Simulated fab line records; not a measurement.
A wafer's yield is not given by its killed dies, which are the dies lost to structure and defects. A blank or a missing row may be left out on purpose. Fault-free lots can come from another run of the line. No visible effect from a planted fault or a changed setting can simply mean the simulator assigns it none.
Problem report in the 8D (eight disciplines) form, filled by code || flow nand harc || the parts of the form that need people (team, actions taken, sign-off) are left out

1. WHAT WENT WRONG
At NHARC_A_CHANNEL_FILL_D2_ETCHBACK_08, run length s averages 144.5 s over 6 wafers from 2 lots, while fault-free wafers read 131.4 s, standard deviation 0.47. Measured from the usual mean, that is +28 standard deviations.
The step: etches the open film in C4F8, target depth 220 nm, time 110 s.
First observed at day 22 15:35: wafer L742.2, on rie diel-04. Wafers with a number at this step in the record: 36, from 12 lots. The rule behind "out" and "out of limits": a value lying over 4 standard deviations away from the usual mean. The rest of the wafers with a number are treated as sound.

2. WHAT IT IS AND WHAT IT IS NOT
{"question": "which readings at this step", "is": "run length s", "is not": "oes product au, rf vpp V"}
{"question": "which lots", "is": "L742, L743", "is not": "L726, L727, L728, L730, L732, L733, L745, L746, L748, L749"}
{"question": "which wafers of those lots", "is": "all that have a number", "is not": "-"}
{"question": "read on which tools", "is": "rie diel-04", "is not": "rie diel-03, rie diel-08"}
{"question": "when", "is": "from day 22 15:35", "is not": "up to then (18 sound wafers); but 12 sound wafers of L745, L746, L748, L749 came after"}

3. WHAT RULES OUT EACH SUSPECT
Counting: any tool at a process step up to the reading is kept as a suspect provided that every lot that is out went through it and no sound lot did after the first of them.
- rie diel-12 at NHARC_A_CHANNEL_HOLE_D2_ETCH_44 (etches the open film in CF4/O2, target depth 140 nm, overetch 14 nm, time 77 s): ruled out as a lasting fault. Sound lots L746 ran on it after its first lot that is out, L742 (day 20 20:32).
- ald hk-04 at NHARC_A_CHANNEL_FILL_D2_ALD_02 (deposits SiO2, target thk 6 nm, pulse time 10 s, ald cycles 60): kept. It ran every lot that is out, first L742 (day 20 21:56), and no sound lot after that; its last sound lot up to then is L732 (day 16 09:10).
- ald sin batch-02 at NHARC_A_CHANNEL_FILL_D2_ALD_15 (deposits SiNx, target thk 2 nm, pulse time 60 s, ald cycles 19): kept. It ran every lot that is out, first L742 (day 22 15:35), and no sound lot after that; its last sound lot up to then is L728 (day 16 01:53). NHARC_A_CHANNEL_FILL_D2_ALD_15 gives no start for some lots, so the hours and the order of its lots are those of NHARC_A_CHANNEL_FILL_D2_ETCHBACK_08.
- rie diel-04 at NHARC_A_CHANNEL_FILL_D2_ETCHBACK_08 (etches the open film in C4F8, target depth 220 nm, time 110 s): kept. It ran every lot that is out, first L742 (day 22 15:35), and no sound lot after that; its last sound lot up to then is L732 (day 18 02:44). Its own readings are out on those wafers: run length s.
The count leaves ald hk-04 at NHARC_A_CHANNEL_FILL_D2_ALD_02, ald sin batch-02 at NHARC_A_CHANNEL_FILL_D2_ALD_15, and rie diel-04 at NHARC_A_CHANNEL_FILL_D2_ETCHBACK_08.

4. THE CAUSE (what the simulator had put in)
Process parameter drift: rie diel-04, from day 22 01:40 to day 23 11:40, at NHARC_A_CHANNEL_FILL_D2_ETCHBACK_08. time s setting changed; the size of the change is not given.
This tool is one of the 3 suspects left after counting.

5. THE CHAIN OF EFFECTS, in route order
Rows list readings where the struck wafers' mean (over those with a number) sits beyond 3 standard deviations from the usual. Only readings whose record carries a usual standard deviation are examined. hours: median over the lots of the time between each lot's start at the first step of this table that gives one and its start at this step. sigmas: the change, counted in usual standard deviations.
{"hours": 0, "step": "NHARC_A_CHANNEL_FILL_D2_ETCHBACK_08", "reading": "run length s", "usual": "131.4 s", "on struck wafers": 144.5, "change": "+13.1", "sigmas": "+28"}
It contains these process steps:
- NHARC_A_CHANNEL_FILL_D2_ETCHBACK_08: etches the open film in C4F8, target depth 220 nm, time 110 s.
Later steps that measure or inspect, where all struck wafers having a row at the step show a number for every such reading and not one has moved that far: NHARC_END_SORT_01.

6. WHAT WOULD HAVE CAUGHT IT SOONER
In this record no reading fell out of limits until day 22 15:35, 14 hours after the fault had begun at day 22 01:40.
